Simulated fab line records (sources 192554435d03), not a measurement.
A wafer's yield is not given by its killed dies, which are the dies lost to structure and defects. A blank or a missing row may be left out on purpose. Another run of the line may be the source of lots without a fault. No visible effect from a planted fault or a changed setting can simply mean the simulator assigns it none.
Which tool is to blame? || flow n5-finfet || 24 lots with 72 wafers sampled at 2 steps, on a route of 1938 steps

== WHAT THE GAUGES SHOWED, per wafer ==
N5_BEOL_M4_INSPECT_59: inspects for defects (darkfield). Usual: raw-defect-count 75, standard deviation 27.
{"lot": "L074", "measured": "day 7 22:56", "on": "defect-inspect-01", "raw-defect-count": "62 50 81", "flag": ""}
{"lot": "L075", "measured": "day 8 08:35", "on": "defect-inspect-01", "raw-defect-count": "92 76 74", "flag": ""}
{"lot": "L076", "measured": "day 8 16:48", "on": "defect-inspect-02", "raw-defect-count": "43 57 43", "flag": ""}
{"lot": "L077", "measured": "day 9 05:04", "on": "defect-inspect-02", "raw-defect-count": "71 68 77", "flag": ""}
{"lot": "L081", "measured": "day 9 10:59", "on": "defect-inspect-02", "raw-defect-count": "77 86 66", "flag": ""}
{"lot": "L079", "measured": "day 9 11:05", "on": "defect-inspect-02", "raw-defect-count": "93 128 74", "flag": ""}
{"lot": "L080", "measured": "day 9 11:38", "on": "defect-inspect-02", "raw-defect-count": "50 47 70", "flag": ""}
{"lot": "L078", "measured": "day 9 12:57", "on": "defect-inspect-02", "raw-defect-count": "62 42 67", "flag": ""}
{"lot": "L082", "measured": "day 9 13:14", "on": "defect-inspect-02", "raw-defect-count": "127 75 93", "flag": ""}
{"lot": "L083", "measured": "day 10 04:26", "on": "defect-inspect-02", "raw-defect-count": "50 71 53", "flag": ""}
{"lot": "L084", "measured": "day 10 09:35", "on": "defect-inspect-02", "raw-defect-count": "56 48 49", "flag": ""}
{"lot": "L085", "measured": "day 11 04:25", "on": "defect-inspect-01", "raw-defect-count": "57 47 65", "flag": ""}
{"lot": "L087", "measured": "day 11 04:41", "on": "defect-inspect-01", "raw-defect-count": "49 62 51", "flag": ""}
{"lot": "L086", "measured": "day 11 13:02", "on": "defect-inspect-02", "raw-defect-count": "99 75 128", "flag": ""}
{"lot": "L089", "measured": "day 11 16:08", "on": "defect-inspect-01", "raw-defect-count": "87 56 72", "flag": ""}
{"lot": "L091", "measured": "day 11 20:57", "on": "defect-inspect-01", "raw-defect-count": "58 95 106", "flag": ""}
{"lot": "L088", "measured": "day 11 21:15", "on": "defect-inspect-01", "raw-defect-count": "60 54 71", "flag": ""}
{"lot": "L090", "measured": "day 12 00:17", "on": "defect-inspect-01", "raw-defect-count": "95 58 119", "flag": ""}
{"lot": "L093", "measured": "day 12 11:43", "on": "defect-inspect-02", "raw-defect-count": "58 92 63", "flag": ""}
{"lot": "L092", "measured": "day 12 22:47", "on": "defect-inspect-01", "raw-defect-count": "96 77 61", "flag": ""}
{"lot": "L094", "measured": "day 13 07:47", "on": "defect-inspect-01", "raw-defect-count": "71 112 46", "flag": ""}
{"lot": "L096", "measured": "day 13 22:00", "on": "defect-inspect-02", "raw-defect-count": "196 124 134", "flag": ""}
{"lot": "L095", "measured": "day 13 22:15", "on": "defect-inspect-02", "raw-defect-count": "46 49 45", "flag": ""}
{"lot": "L097", "measured": "day 14 01:33", "on": "defect-inspect-01", "raw-defect-count": "86 80 104", "flag": ""}

== TOOL THAT RAN EACH LOT (tool first, then ch and the chambers of the sampled wafers, then the start) ==
{"lot": "L074", "N5_BEOL_M4_SPUTTER_90": "pvd-sputter-03, day 7 21:11"}
{"lot": "L075", "N5_BEOL_M4_SPUTTER_90": "pvd-sputter-03, day 8 06:50"}
{"lot": "L076", "N5_BEOL_M4_SPUTTER_90": "pvd-sputter-03, day 8 15:03"}
{"lot": "L077", "N5_BEOL_M4_SPUTTER_90": "pvd-sputter-03, day 9 03:07"}
{"lot": "L081", "N5_BEOL_M4_SPUTTER_90": "pvd-sputter-02, day 9 09:13"}
{"lot": "L079", "N5_BEOL_M4_SPUTTER_90": "pvd-sputter-01, day 9 09:17"}
{"lot": "L080", "N5_BEOL_M4_SPUTTER_90": "pvd-sputter-03, day 9 09:53"}
{"lot": "L078", "N5_BEOL_M4_SPUTTER_90": "pvd-sputter-02, day 9 11:06"}
{"lot": "L082", "N5_BEOL_M4_SPUTTER_90": "pvd-sputter-01, day 9 11:25"}
{"lot": "L083", "N5_BEOL_M4_SPUTTER_90": "pvd-sputter-01, day 10 02:29"}
{"lot": "L084", "N5_BEOL_M4_SPUTTER_90": "pvd-sputter-03, day 10 07:51"}
{"lot": "L085", "N5_BEOL_M4_SPUTTER_90": "pvd-sputter-01, day 11 02:41"}
{"lot": "L087", "N5_BEOL_M4_SPUTTER_90": "pvd-sputter-02, day 11 02:54"}
{"lot": "L086", "N5_BEOL_M4_SPUTTER_90": "pvd-sputter-03, day 11 11:18"}
{"lot": "L089", "N5_BEOL_M4_SPUTTER_90": "pvd-sputter-03, day 11 14:24"}
{"lot": "L091", "N5_BEOL_M4_SPUTTER_90": "pvd-sputter-02, day 11 19:13"}
{"lot": "L088", "N5_BEOL_M4_SPUTTER_90": "pvd-sputter-01, day 11 19:31"}
{"lot": "L090", "N5_BEOL_M4_SPUTTER_90": "pvd-sputter-02, day 11 22:34"}
{"lot": "L093", "N5_BEOL_M4_SPUTTER_90": "pvd-sputter-03, day 12 09:43"}
{"lot": "L092", "N5_BEOL_M4_SPUTTER_90": "pvd-sputter-03, day 12 21:03"}
{"lot": "L094", "N5_BEOL_M4_SPUTTER_90": "pvd-sputter-03, day 13 06:03"}
{"lot": "L096", "N5_BEOL_M4_SPUTTER_90": "pvd-sputter-01, day 13 20:12"}
{"lot": "L095", "N5_BEOL_M4_SPUTTER_90": "pvd-sputter-02, day 13 20:20"}
{"lot": "L097", "N5_BEOL_M4_SPUTTER_90": "pvd-sputter-03, day 13 23:42"}
- N5_BEOL_M4_SPUTTER_90: material Cu, target thk 4.5 nm, time 8.29 s.

== WHAT THE TOOLS THEMSELVES READ (means of the sampled wafers that have a number; where no wafer has one, the mark that the record gives instead) ==
N5_BEOL_M4_SPUTTER_90. Usual: throttle-valve-pct 30.2 %, standard deviation 1.1.
{"lot": "L074", "tool": "pvd-sputter-03", "throttle-valve-pct (%)": 30.1, "flag": ""}
{"lot": "L075", "tool": "pvd-sputter-03", "throttle-valve-pct (%)": 29.5, "flag": ""}
{"lot": "L076", "tool": "pvd-sputter-03", "throttle-valve-pct (%)": 30.0, "flag": ""}
{"lot": "L077", "tool": "pvd-sputter-03", "throttle-valve-pct (%)": 29.4, "flag": ""}
{"lot": "L081", "tool": "pvd-sputter-02", "throttle-valve-pct (%)": 30.0, "flag": ""}
{"lot": "L079", "tool": "pvd-sputter-01", "throttle-valve-pct (%)": 31.4, "flag": ""}
{"lot": "L080", "tool": "pvd-sputter-03", "throttle-valve-pct (%)": 30.1, "flag": ""}
{"lot": "L078", "tool": "pvd-sputter-02", "throttle-valve-pct (%)": 30.4, "flag": ""}
{"lot": "L082", "tool": "pvd-sputter-01", "throttle-valve-pct (%)": 31.4, "flag": ""}
{"lot": "L083", "tool": "pvd-sputter-01", "throttle-valve-pct (%)": 31.1, "flag": ""}
{"lot": "L084", "tool": "pvd-sputter-03", "throttle-valve-pct (%)": 30.3, "flag": ""}
{"lot": "L085", "tool": "pvd-sputter-01", "throttle-valve-pct (%)": 31.5, "flag": ""}
{"lot": "L087", "tool": "pvd-sputter-02", "throttle-valve-pct (%)": 30.0, "flag": ""}
{"lot": "L086", "tool": "pvd-sputter-03", "throttle-valve-pct (%)": 30.0, "flag": ""}
{"lot": "L089", "tool": "pvd-sputter-03", "throttle-valve-pct (%)": 29.4, "flag": ""}
{"lot": "L091", "tool": "pvd-sputter-02", "throttle-valve-pct (%)": 30.3, "flag": ""}
{"lot": "L088", "tool": "pvd-sputter-01", "throttle-valve-pct (%)": 30.2, "flag": ""}
{"lot": "L090", "tool": "pvd-sputter-02", "throttle-valve-pct (%)": 30.4, "flag": ""}
{"lot": "L093", "tool": "pvd-sputter-03", "throttle-valve-pct (%)": 30.0, "flag": ""}
{"lot": "L092", "tool": "pvd-sputter-03", "throttle-valve-pct (%)": 29.2, "flag": ""}
{"lot": "L094", "tool": "pvd-sputter-03", "throttle-valve-pct (%)": 31.0, "flag": ""}
{"lot": "L096", "tool": "pvd-sputter-01", "throttle-valve-pct (%)": 31.4, "flag": ""}
{"lot": "L095", "tool": "pvd-sputter-02", "throttle-valve-pct (%)": 30.4, "flag": ""}
{"lot": "L097", "tool": "pvd-sputter-03", "throttle-valve-pct (%)": 30.3, "flag": ""}

== THE ANSWER, worked out from the rows above alone ==
Rule: lot off if the mean of its wafers having a number is beyond 3 standard deviations from the usual mean. A lot without any number at a reading at which 4 lots or more have one is off too. Where the step has rows for the other lots, those lots are counted as sound. First the gauges in route order, then the tools' own readings, where a lot's mean is used as printed above. At the first step where some lot is off, the reading lying furthest off is the one used; lots without a number count as furthest.
Across all readings shown, no lot is off: no conclusion can be drawn from this.

== WHAT WAS PUT IN BY THE SIMULATOR ==
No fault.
